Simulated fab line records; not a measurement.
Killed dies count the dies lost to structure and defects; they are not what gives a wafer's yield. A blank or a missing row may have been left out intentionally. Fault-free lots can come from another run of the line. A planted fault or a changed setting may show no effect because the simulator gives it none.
Split-lot study / flow n5Finfet / route with 1938 steps; 7 lots, 21 wafers read

ON THE SPLIT
At N5_HKMG_FIN_ETCH_31 (etches SiARC in CF4, target depth 45.5 nm, time 75.8 s), the setting biasW was moved away from the recipe's 36 W on 8 of the 21 wafers read, by +5.8% to +16.6%. This setting was run at the recipe's value on the other wafers.

The reading is taken at the split's own step.

THE READING
rfVppV, in V, at N5_HKMG_FIN_ETCH_31 (etches SiARC in CF4, target depth 45.5 nm, time 75.8 s). On this fab line, fault-free wafers typically give 183.7 V with a standard deviation of 1 V.

wafer=L076.2; tool, chamber at the split=rieDiel-06, 3; biasW as run, W=36; against the recipe=recipe; rfVppV, V=183.2; against lot-mates on the recipe=-
wafer=L076.3; tool, chamber at the split=rieDiel-06, 2; biasW as run, W=36; against the recipe=recipe; rfVppV, V=183.7; against lot-mates on the recipe=-
wafer=L076.6; tool, chamber at the split=rieDiel-06, 3; biasW as run, W=36; against the recipe=recipe; rfVppV, V=182.5; against lot-mates on the recipe=-
wafer=L077.1; tool, chamber at the split=rieDiel-06, 0; biasW as run, W=41.71; against the recipe=+15.9%; rfVppV, V=201.3; against lot-mates on the recipe=+18.5
wafer=L077.3; tool, chamber at the split=rieDiel-06, 2; biasW as run, W=36; against the recipe=recipe; rfVppV, V=182.8; against lot-mates on the recipe=-
wafer=L077.5; tool, chamber at the split=rieDiel-06, 0; biasW as run, W=41.71; against the recipe=+15.9%; rfVppV, V=202.8; against lot-mates on the recipe=+20.0
wafer=L089.1; tool, chamber at the split=rieDiel-05, 3; biasW as run, W=41.99; against the recipe=+16.6%; rfVppV, V=203.5; against lot-mates on the recipe=no lot-mate on the recipe
wafer=L089.4; tool, chamber at the split=rieDiel-05, 3; biasW as run, W=41.99; against the recipe=+16.6%; rfVppV, V=203.4; against lot-mates on the recipe=no lot-mate on the recipe
wafer=L089.5; tool, chamber at the split=rieDiel-05, 3; biasW as run, W=41.99; against the recipe=+16.6%; rfVppV, V=202.7; against lot-mates on the recipe=no lot-mate on the recipe
wafer=L090.2; tool, chamber at the split=rieDiel-05, 0; biasW as run, W=36; against the recipe=recipe; rfVppV, V=183.3; against lot-mates on the recipe=-
wafer=L090.3; tool, chamber at the split=rieDiel-05, 1; biasW as run, W=36; against the recipe=recipe; rfVppV, V=184.2; against lot-mates on the recipe=-
wafer=L090.6; tool, chamber at the split=rieDiel-05, 1; biasW as run, W=36; against the recipe=recipe; rfVppV, V=183.8; against lot-mates on the recipe=-
wafer=L094.1; tool, chamber at the split=rieDiel-02, 0; biasW as run, W=36; against the recipe=recipe; rfVppV, V=183.1; against lot-mates on the recipe=-
wafer=L094.2; tool, chamber at the split=rieDiel-02, 2; biasW as run, W=39.5; against the recipe=+9.7%; rfVppV, V=196.1; against lot-mates on the recipe=+13.0
wafer=L094.3; tool, chamber at the split=rieDiel-02, 3; biasW as run, W=39.5; against the recipe=+9.7%; rfVppV, V=195.1; against lot-mates on the recipe=+12.0
wafer=L095.1; tool, chamber at the split=rieDiel-05, 2; biasW as run, W=36; against the recipe=recipe; rfVppV, V=184.5; against lot-mates on the recipe=-
wafer=L095.2; tool, chamber at the split=rieDiel-05, 1; biasW as run, W=38.09; against the recipe=+5.8%; rfVppV, V=189.1; against lot-mates on the recipe=+5.4
wafer=L095.5; tool, chamber at the split=rieDiel-05, 1; biasW as run, W=36; against the recipe=recipe; rfVppV, V=182.8; against lot-mates on the recipe=-
wafer=L097.4; tool, chamber at the split=rieDiel-06, 3; biasW as run, W=36; against the recipe=recipe; rfVppV, V=183.3; against lot-mates on the recipe=-
wafer=L097.5; tool, chamber at the split=rieDiel-06, 3; biasW as run, W=36; against the recipe=recipe; rfVppV, V=181.8; against lot-mates on the recipe=-
wafer=L097.6; tool, chamber at the split=rieDiel-06, 2; biasW as run, W=36; against the recipe=recipe; rfVppV, V=184.6; against lot-mates on the recipe=-

THE FIT
A straight line over all 21 wafers: rfVppV changes by +1.19 V for each +1% of biasW; r = +1.00; the points scatter about the line by 0.8 V.
The same after taking each lot's own level away (the mean of its wafers on the recipe; 18 wafers): +1.22 V for each +1%; r = +0.99; scatter 0.85 V.
On that fit, the largest move of biasW shifts the reading by 20 V.
The span of the lots' own levels, 182.80 to 183.77 V, comes to 1.0 times the standard deviation stated above.
The two slopes are in agreement: the lot-to-lot level therefore moves the slope only a little.
Check: for one of the wafers moved furthest among these (+15.9%), held out of the fit, the line's prediction against its lot-mates is +19.8 V. Against them it came out at +18.5 V.
Tool readings at the split's step, against how far the setting was moved: rfVppV r = +1.00.

ADDITIONAL SPLITS CARRIED BY THESE WAFERS
Note: prior to the reading, these wafers also went through further splits. Each is held against what the fit with the lots' levels taken away leaves over:
other split on the same wafers=N5_SD_EPI_P_EPI_21 tempC; wafers away from the commonest value=8; r with rfVppV (lot level and that fit taken away)=+0.11
other split on the same wafers=N5_ILD0_CMP_12 downForcePsi; wafers away from the commonest value=4; r with rfVppV (lot level and that fit taken away)=+0.03

FILE'S OWN FIT
rfVppV changes by +1.21 V for each +1% of biasW, r = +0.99.
